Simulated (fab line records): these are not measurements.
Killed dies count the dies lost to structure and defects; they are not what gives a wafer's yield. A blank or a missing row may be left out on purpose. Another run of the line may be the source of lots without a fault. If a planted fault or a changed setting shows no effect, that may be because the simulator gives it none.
Which of the tools did it?	flow nandHarc	Sampling: 23 lots, 69 wafers, 6 of 1159 route steps

## WHAT THE GAUGES SHOWED, per wafer
No reading from a measuring or inspecting step in the record can be judged against a usual standard deviation.

## TOOL THAT RAN EACH LOT (tool first, then ch and the chambers of the sampled wafers, then the start)
lot	NHARC_A_STAIRCASE_STRIP_316	NHARC_A_STAIRCASE_DESCUM_443	NHARC_A_STAIRCASE_STRIP_446	NHARC_A_SGD_CUT_ETCHBACK_24	NHARC_A_CONTACT_ETCH_126	NHARC_A_CONTACT_ETCH_132
L074	rieDiel-01 ch 0,1,3, day 13 11:11 or earlier	rieDiel-13 ch 1,2,3, day 13 11:11	plasmaAsher-02 ch 0,1, day 13 13:34	rieDiel-08 ch 0,3, day 13 23:05	harCapEtch-01 ch 1, day 16 17:24	harCapEtch-01 ch 1, day 16 18:15
L075	rieDiel-06 ch 1,2,3, day 13 10:53 or earlier	rieDiel-01 ch 0,2, day 13 10:53	plasmaAsher-02 ch 0, day 13 13:17	rieDiel-12 ch 1,3, day 13 23:04	harCapEtch-02 ch 0,1, day 16 17:11	harCapEtch-02 ch 0,1, day 16 18:01
L076	rieDiel-06 ch 2,3, day 13 22:10 or earlier	rieDiel-01 ch 0,2, day 13 22:10	plasmaAsher-02 ch 0,1, day 14 01:08	rieDiel-10 ch 0,1, day 14 11:41	harCapEtch-03 ch 0,1, day 16 21:23	harCapEtch-03 ch 0,1, day 16 22:14
L077	rieDiel-13 ch 0,3, day 13 21:59 or earlier	rieDiel-13 ch 0,3, day 13 21:59	plasmaAsher-01 ch 0,1, day 14 00:50	rieDiel-08 ch 0,1,3, day 14 11:42	harCapEtch-01 ch 0,1, day 16 21:07	harCapEtch-01 ch 0,1, day 16 21:58
L078	rieDiel-01 ch 1,2,3, day 14 13:38 or earlier	rieDiel-06 ch 0,1,2, day 14 13:38	plasmaAsher-01 ch 0, day 14 15:58	rieDiel-12 ch 2,3, day 15 03:48	harCapEtch-01 ch 0,1, day 17 14:25	harCapEtch-01 ch 0,1, day 17 15:16
L081	rieDiel-01 ch 0,2,3, day 15 13:38 or earlier	rieDiel-01 ch 0,2,3, day 15 13:38	plasmaAsher-02 ch 0,1, day 15 16:01	rieDiel-12 ch 0,2,3, day 16 02:31	harCapEtch-02 ch 0,1, day 18 14:51	harCapEtch-02 ch 0,1, day 18 15:42
L080	rieDiel-01 ch 1,2,3, day 15 13:49 or earlier	rieDiel-06 ch 0,1,3, day 15 13:49	plasmaAsher-01 ch 0,1, day 15 16:09	rieDiel-08 ch 2,3, day 16 02:32	harCapEtch-01 ch 0,1, day 18 15:14	harCapEtch-01 ch 0,1, day 18 16:05
L082	rieDiel-13 ch 1,2,3, day 16 05:44 or earlier	rieDiel-01 ch 0,2,3, day 16 05:44	plasmaAsher-01 ch 0,1, day 16 08:10	rieDiel-10 ch 1,2,3, day 16 18:16	harCapEtch-01 ch 0,1, day 19 10:56	harCapEtch-01 ch 0,1, day 19 11:47
L083	rieDiel-13 ch 1,2, day 16 05:52 or earlier	rieDiel-01 ch 0,2,3, day 16 05:52	plasmaAsher-01 ch 0,1, day 16 09:37	rieDiel-10 ch 0,2,3, day 16 18:26	harCapEtch-01 ch 0,1, day 19 20:06	harCapEtch-01 ch 0,1, day 19 20:58
L085	rieDiel-13 ch 0,1,2, day 16 05:46 or earlier	rieDiel-06 ch 1,2, day 16 05:46	plasmaAsher-02 ch 0,1, day 16 10:32	rieDiel-12 ch 1,3, day 16 18:25	harCapEtch-01 ch 0,1, day 19 06:54	harCapEtch-01 ch 0,1, day 19 07:45
L084	rieDiel-01 ch 0,1,3, day 16 05:41 or earlier	rieDiel-06 ch 1,2, day 16 05:41	plasmaAsher-01 ch 0,1, day 16 08:38	rieDiel-08 ch 2,3, day 16 18:16	harCapEtch-02 ch 0,1, day 19 10:47	harCapEtch-02 ch 0,1, day 19 11:38
L087	rieDiel-01 ch 2,3, day 16 19:23 or earlier	rieDiel-06 ch 0,1,2, day 16 19:23	plasmaAsher-02 ch 0,1, day 16 22:26	rieDiel-12 ch 1,2,3, day 17 08:33	harCapEtch-01 ch 0,1, day 19 23:43	harCapEtch-01 ch 0,1, day 20 00:34
L086	rieDiel-01 ch 2,3, day 17 05:25 or earlier	rieDiel-01 ch 0,2, day 17 05:25	plasmaAsher-01 ch 1, day 17 08:05	rieDiel-10 ch 0,3, day 17 19:05	harCapEtch-01 ch 0,1, day 20 04:41	harCapEtch-01 ch 0,1, day 20 05:32
L088	rieDiel-06 ch 1,2, day 17 05:26 or earlier	rieDiel-13 ch 0,2,3, day 17 05:26	plasmaAsher-01 ch 1, day 17 07:50	rieDiel-12 ch 0,3, day 17 19:14	harCapEtch-01 ch 0, day 20 07:50	harCapEtch-01 ch 0, day 20 08:41
L089	rieDiel-06 ch 0,1,3, day 17 05:05 or earlier	rieDiel-06 ch 2,3, day 17 05:05	plasmaAsher-01 ch 0,1, day 17 07:25	rieDiel-08 ch 1,3, day 17 19:05	harCapEtch-02 ch 0,1, day 20 06:05	harCapEtch-02 ch 0,1, day 20 06:56
L090	rieDiel-13 ch 0,2,3, day 17 17:34 or earlier	rieDiel-06 ch 1,2,3, day 17 17:34	plasmaAsher-01 ch 0,1, day 17 19:53	rieDiel-12 ch 1,2,3, day 18 05:29	harCapEtch-03 ch 0,1, day 20 16:52	harCapEtch-03 ch 0,1, day 20 18:01
L091	rieDiel-01 ch 0,1,3, day 17 17:44 or earlier	rieDiel-13 ch 0,2,3, day 17 17:44	plasmaAsher-02 ch 0,1, day 17 20:04	rieDiel-10 ch 1,2,3, day 18 05:27	harCapEtch-02 ch 0,1, day 20 20:35	harCapEtch-02 ch 0,1, day 20 21:26
L092	rieDiel-06 ch 1,2, day 17 17:24 or earlier	rieDiel-01 ch 1,2, day 17 17:24	plasmaAsher-02 ch 0,1, day 17 19:46	rieDiel-08 ch 2,3, day 18 05:27	harCapEtch-01 ch 0,1, day 20 19:02	harCapEtch-01 ch 0,1, day 20 19:53
L093	rieDiel-13 ch 0,2,3, day 18 10:29 or earlier	rieDiel-01 ch 0,2,3, day 18 10:29	plasmaAsher-01 ch 0,1, day 18 12:50	rieDiel-12 ch 0,2,3, day 18 22:59	harCapEtch-01 ch 0,1, day 21 12:18	harCapEtch-01 ch 0,1, day 21 13:09
L094	rieDiel-06 ch 0,1,2, day 18 10:32 or earlier	rieDiel-13 ch 0,2,3, day 18 10:32	plasmaAsher-01 ch 0,1, day 18 13:13	rieDiel-08 ch 0,1,2, day 18 23:01	harCapEtch-02 ch 0,1, day 21 07:04	harCapEtch-02 ch 0,1, day 21 07:55
L095	rieDiel-06 ch 1,2, day 18 20:06 or earlier	rieDiel-06 ch 1,3, day 18 20:06	plasmaAsher-02 ch 0,1, day 18 22:27	rieDiel-10 ch 1,2, day 19 09:15	harCapEtch-02 ch 0,1, day 22 03:40	harCapEtch-02 ch 0,1, day 22 04:48
L096	rieDiel-13 ch 0,3, day 18 19:56 or earlier	rieDiel-01 ch 2,3, day 18 19:56	plasmaAsher-01 ch 0,1, day 18 22:22	rieDiel-10 ch 0,2, day 19 09:10	harCapEtch-01 ch 0,1, day 22 02:11	harCapEtch-01 ch 0,1, day 22 03:01
L097	rieDiel-06 ch 2,3, day 19 13:47 or earlier	rieDiel-06 ch 0,1,2, day 19 13:47	plasmaAsher-01 ch 0,1, day 19 16:11	rieDiel-10 ch 1,3, day 20 07:01	harCapEtch-01 ch 0,1, day 22 16:50	harCapEtch-01 ch 0,1, day 22 17:41
- NHARC_A_STAIRCASE_STRIP_316: strips in O2.
- NHARC_A_STAIRCASE_DESCUM_443: chemistry O2, time 3 s.
- NHARC_A_STAIRCASE_STRIP_446: strips in O2.
- NHARC_A_SGD_CUT_ETCHBACK_24: etches the open film in CH3F/O2, target depth 50 nm, time 92.857 s.
- NHARC_A_CONTACT_ETCH_126: etches the open film in C4F8/O2/Ar, time 155 s, target depth 956 nm.
- NHARC_A_CONTACT_ETCH_132: etches the open film in C4F8/O2/Ar, time 156 s, target depth 958 nm.

## AS READ BY THE TOOLS THEMSELVES (means over the sampled wafers that have a number; for cases with no such wafer, the mark the record gives instead)
NHARC_A_STAIRCASE_STRIP_316. Usual: drypumpMotorCurrentA 6.0 A, standard deviation 0.4; mfcArSccm 0.003 sccm, standard deviation 0.0083; oesProductAu 0.997 a.u., standard deviation 0.0084; rfVppV 57.8 V, standard deviation 0.88; showerheadPlenumPTorr 3.48 Torr, standard deviation 0.16; throttleValvePct 17.037 %, standard deviation 0.0088.
lot	tool	drypumpMotorCurrentA (A)	mfcArSccm (sccm)	oesProductAu (a.u.)	rfVppV (V)	showerheadPlenumPTorr (Torr)	throttleValvePct (%)	flag
L074	rieDiel-01	5.8	0.000	0.993	57.5	3.45	17.037	
L075	rieDiel-06	6.4	0.012	0.993	58.1	3.53	17.032	
L076	rieDiel-06	6.3	0.023	1.012	57.9	3.39	17.043	
L077	rieDiel-13	5.6	0.000	0.991	57.7	3.48	17.038	
L078	rieDiel-01	5.8	0.000	0.993	57.6	3.40	17.038	
L081	rieDiel-01	5.9	0.000	0.989	57.1	3.45	17.034	
L080	rieDiel-01	5.8	0.000	0.995	58.2	3.40	17.025	
L082	rieDiel-13	5.7	0.004	0.999	57.9	3.48	17.036	
L083	rieDiel-13	6.2	0.007	0.996	57.8	3.65	17.046	
L085	rieDiel-13	5.8	0.004	1.000	58.1	3.57	17.044	
L084	rieDiel-01	5.8	0.000	0.999	57.6	3.44	17.037	
L087	rieDiel-01	5.9	0.000	1.004	58.0	3.41	17.038	
L086	rieDiel-01	5.9	0.000	1.001	56.9	3.40	17.041	
L088	rieDiel-06	6.5	0.002	0.998	58.0	3.64	17.031	
L089	rieDiel-06	6.2	0.012	0.999	57.9	3.51	17.039	
L090	rieDiel-13	5.9	0.004	1.001	58.3	3.54	17.033	
L091	rieDiel-01	5.8	0.000	0.999	57.5	3.43	17.046	
L092	rieDiel-06	6.4	0.002	1.000	58.9	3.61	17.037	
L093	rieDiel-13	5.9	0.004	0.991	57.8	3.54	17.043	
L094	rieDiel-06	6.3	0.001	0.991	57.8	3.61	17.038	
L095	rieDiel-06	6.5	0.002	0.996	58.3	3.63	17.039	
L096	rieDiel-13	5.5	0.000	0.991	57.4	3.36	17.035	
L097	rieDiel-06	6.4	0.012	0.994	58.1	3.47	17.039	

NHARC_A_STAIRCASE_DESCUM_443. Usual: drypumpMotorCurrentA 5.9 A, standard deviation 0.39; mfcArSccm 0.004 sccm, standard deviation 0.0089; oesProductAu 1.000 a.u., standard deviation 0.0082; rfVppV 57.6 V, standard deviation 0.87; showerheadPlenumPTorr 1.89 Torr, standard deviation 0.092; throttleValvePct 11.311 %, standard deviation 0.0088.
lot	tool	drypumpMotorCurrentA (A)	mfcArSccm (sccm)	oesProductAu (a.u.)	rfVppV (V)	showerheadPlenumPTorr (Torr)	throttleValvePct (%)	flag
L074	rieDiel-13	5.7	0.004	1.002	57.3	1.88	11.317	
L075	rieDiel-01	5.8	0.000	1.000	57.9	1.86	11.310	
L076	rieDiel-01	5.8	0.000	1.000	57.1	1.85	11.317	
L077	rieDiel-13	5.5	0.000	0.998	57.5	1.83	11.317	
L078	rieDiel-06	6.3	0.001	0.995	58.0	1.97	11.313	
L081	rieDiel-01	5.8	0.000	1.006	57.3	1.86	11.311	
L080	rieDiel-06	6.2	0.012	0.996	57.5	1.91	11.313	
L082	rieDiel-01	5.8	0.000	1.003	57.7	1.86	11.311	
L083	rieDiel-01	5.8	0.000	1.007	58.3	1.86	11.313	
L085	rieDiel-06	6.5	0.002	0.999	58.8	1.98	11.307	
L084	rieDiel-06	6.5	0.002	0.997	57.3	1.96	11.315	
L087	rieDiel-06	6.3	0.001	1.002	58.2	1.96	11.309	
L086	rieDiel-01	5.8	0.000	1.009	56.7	1.82	11.309	
L088	rieDiel-13	5.9	0.004	1.003	57.5	1.92	11.312	
L089	rieDiel-06	6.3	0.023	1.003	56.6	1.82	11.309	
L090	rieDiel-06	6.4	0.012	0.988	57.8	1.90	11.305	
L091	rieDiel-13	5.8	0.004	0.997	58.5	1.92	11.318	
L092	rieDiel-01	5.6	0.000	0.999	57.1	1.78	11.313	
L093	rieDiel-01	5.9	0.000	1.003	57.5	1.86	11.321	
L094	rieDiel-13	5.8	0.004	1.006	57.8	1.92	11.308	
L095	rieDiel-06	6.4	0.023	0.998	58.1	2.05	11.311	
L096	rieDiel-01	5.9	0.000	0.994	57.0	1.87	11.310	
L097	rieDiel-06	6.3	0.001	1.006	59.0	1.96	11.306	

NHARC_A_STAIRCASE_STRIP_446. Usual: drypumpMotorCurrentA 5.34 A, standard deviation 0.28; heaterPowerW 339 W, standard deviation 30.
lot	tool	drypumpMotorCurrentA (A)	heaterPowerW (W)	flag
L074	plasmaAsher-02	5.68	316	
L075	plasmaAsher-02	5.59	290	
L076	plasmaAsher-02	5.68	315	
L077	plasmaAsher-01	5.11	358	
L078	plasmaAsher-01	5.10	345	
L081	plasmaAsher-02	5.65	304	
L080	plasmaAsher-01	5.12	366	
L082	plasmaAsher-01	5.12	366	
L083	plasmaAsher-01	5.12	348	
L085	plasmaAsher-02	5.71	307	
L084	plasmaAsher-01	5.11	356	
L087	plasmaAsher-02	5.64	304	
L086	plasmaAsher-01	5.14	374	
L088	plasmaAsher-01	5.12	377	
L089	plasmaAsher-01	5.13	367	
L090	plasmaAsher-01	5.11	358	
L091	plasmaAsher-02	5.64	299	
L092	plasmaAsher-02	5.68	304	
L093	plasmaAsher-01	5.10	358	
L094	plasmaAsher-01	5.12	351	
L095	plasmaAsher-02	5.70	307	
L096	plasmaAsher-01	5.10	358	
L097	plasmaAsher-01	5.12	360	

NHARC_A_SGD_CUT_ETCHBACK_24. Usual: ch3fFlowSccm 49.99 sccm (standard deviation 0.15); drypumpMotorCurrentA 6.0 A (standard deviation 0.45); mfcArSccm 200.1 sccm (standard deviation 0.58); oesProductAu 0.96 a.u. (standard deviation 0.034); rfVppV 244.0 V (standard deviation 1.9); showerheadPlenumPTorr 2.44 Torr (standard deviation 0.12); throttleValvePct 20.663 % (standard deviation 0.0098).
lot	tool	ch3fFlowSccm (sccm)	drypumpMotorCurrentA (A)	mfcArSccm (sccm)	oesProductAu (a.u.)	rfVppV (V)	showerheadPlenumPTorr (Torr)	throttleValvePct (%)	flag
L074	rieDiel-08	50.02	6.1	200.6	1.00	244.5	2.48	20.659	
L075	rieDiel-12	50.07	6.0	200.1	0.94	244.4	2.42	20.661	
L076	rieDiel-10	49.80	5.6	200.0	0.91	243.8	2.43	20.670	
L077	rieDiel-08	50.01	5.9	200.2	1.01	245.4	2.51	20.663	
L078	rieDiel-12	50.23	6.3	200.0	0.98	244.4	2.44	20.662	
L081	rieDiel-12	49.96	6.0	200.0	0.96	243.2	2.38	20.665	
L080	rieDiel-08	50.07	6.1	200.1	0.92	241.3	2.33	20.670	
L082	rieDiel-10	50.04	5.9	199.9	1.00	244.1	2.43	20.668	
L083	rieDiel-10	49.90	6.2	199.5	0.93	244.8	2.52	20.649	
L085	rieDiel-12	49.99	6.2	200.3	1.00	244.3	2.46	20.664	
L084	rieDiel-08	50.07	6.1	200.1	0.92	242.8	2.33	20.676	
L087	rieDiel-12	49.97	6.3	200.2	1.00	244.2	2.45	20.675	
L086	rieDiel-10	49.98	6.1	200.3	0.93	245.2	2.53	20.664	
L088	rieDiel-12	49.84	5.7	199.7	0.99	243.2	2.34	20.666	
L089	rieDiel-08	49.95	6.1	200.4	1.01	243.7	2.47	20.661	
L090	rieDiel-12	50.08	6.3	200.0	0.96	244.7	2.45	20.659	
L091	rieDiel-10	49.91	5.9	199.9	0.92	243.5	2.43	20.661	
L092	rieDiel-08	50.08	6.1	199.7	0.98	242.4	2.33	20.662	
L093	rieDiel-12	49.98	6.0	200.4	1.00	243.6	2.38	20.663	
L094	rieDiel-08	49.98	5.8	200.8	1.00	244.2	2.47	20.661	
L095	rieDiel-10	50.06	6.2	200.2	0.94	244.8	2.50	20.672	
L096	rieDiel-10	49.94	6.5	200.3	0.92	245.9	2.60	20.661	
L097	rieDiel-10	49.94	5.6	200.0	0.92	242.5	2.35	20.661	

## THE ANSWER, worked out from the rows above alone
Rule: lot off if the mean of its wafers having a number is beyond 3 standard deviations from the usual mean. Also off: a lot with no number at a reading for which 4 or more lots have one. Any other lot the step has rows for is counted as sound. Order of review: gauges by route order, followed by the tools' own readings, for which a lot's mean as printed above is used. The first step at which some lot is off is used, and at that step the reading that is off furthest; a lot without a number counts as furthest.
No lot is off at any reading shown: from this, nothing can be told.

## WHAT THE SIMULATOR PUT IN
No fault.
